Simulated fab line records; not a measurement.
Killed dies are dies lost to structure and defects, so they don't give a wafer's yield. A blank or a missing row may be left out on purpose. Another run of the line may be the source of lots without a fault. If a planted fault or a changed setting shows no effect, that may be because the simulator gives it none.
Matching of chambers | flow nand-harc | NHARC_P_GATE_DESCUM_93 on rie-diel-13: 4 sister chambers
The step chemistry O2, time 3 s. 16 wafers are shown with their chamber, then 8 later ones without.

EACH WAFER AND ITS CHAMBER
wafer  | chamber | showerhead-plenum-p-Torr (Torr) | oes-product-au (a.u.) | rf-vpp-V (V)
L082.1 | 1       | 1.80                            | 0.994                 | 56.8
L082.3 | 0       | 1.93                            | 0.997                 | 57.8
L082.5 | 2       | 2.00                            | 1.006                 | 57.5
L081.2 | 1       | 1.80                            | 0.984                 | 56.9
L081.3 | 3       | 1.79                            | 0.972                 | 56.8
L081.4 | 0       | 1.93                            | 0.984                 | 57.7
L080.1 | 1       | 1.80                            | 0.988                 | 56.8
L080.3 | 3       | 1.79                            | 0.981                 | 56.2
L080.4 | 2       | 2.00                            | 1.013                 | 57.9
L083.1 | 2       | 1.99                            | 1.006                 | 56.6
L083.2 | 0       | 1.93                            | 0.977                 | 57.1
L083.3 | 1       | 1.80                            | 0.982                 | 57.9
L083.4 | 3       | 1.79                            | 0.985                 | 57.0
L083.5 | 1       | 1.80                            | 0.981                 | 57.6
L083.6 | 2       | 1.99                            | 0.999                 | 56.5
L084.2 | 2       | 1.99                            | 1.002                 | 58.3

SIGNATURES, as means of the wafers listed above
reading                  | chamber 0 | chamber 1 | chamber 2 | chamber 3 | scatter within a chamber
showerhead-plenum-p-Torr | 1.9300    | 1.8000    | 1.9940    | 1.7900    | 0.00316
oes-product-au           | 0.98600   | 0.98580   | 1.00520   | 0.97933   | 0.00657
rf-vpp-V                 | 57.533    | 57.200    | 57.360    | 56.667    | 0.592
Rule: for each reading, subtract the chamber's mean from the wafer's reading, divide by that reading's scatter and square the result; add these up over the readings and take the root, which gives the wafer's distance from the chamber. The wafer belongs to the nearest chamber; if the next one is less than 2 further off, it can't be placed. The scatter is the square root of a quotient: the sum, over the shown wafers, of each reading's squared deviation from its chamber's mean, divided by wafers minus chambers.

WAFERS WITHOUT THEIR CHAMBER
wafer  | showerhead-plenum-p-Torr (Torr) | oes-product-au (a.u.) | rf-vpp-V (V)
L084.3 | 1.93                            | 0.986                 | 58.0
L084.4 | 1.80                            | 0.980                 | 56.6
L088.1 | 1.79                            | 0.976                 | 57.1
L088.2 | 1.78                            | 0.982                 | 56.7
L088.4 | 1.99                            | 0.992                 | 58.3
L096.4 | 1.78                            | 0.993                 | 57.6
L096.5 | 1.78                            | 0.993                 | 57.8
L096.6 | 1.92                            | 0.998                 | 58.8

WHICH CHAMBER EACH ONE RAN IN
wafer  | from the rows above     | in truth
L084.3 | 0                       | 0
L084.4 | can't be placed: 1 or 3 | 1
L088.1 | 3                       | 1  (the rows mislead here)
L088.2 | 3                       | 3
L088.4 | 2                       | 2
L096.4 | 3                       | 3
L096.5 | 3                       | 3
L096.6 | 0                       | 0
6 of 8 placed correctly. These rows do not allow placing 1 (true chamber among the candidates in 1). 1 placed wrongly.
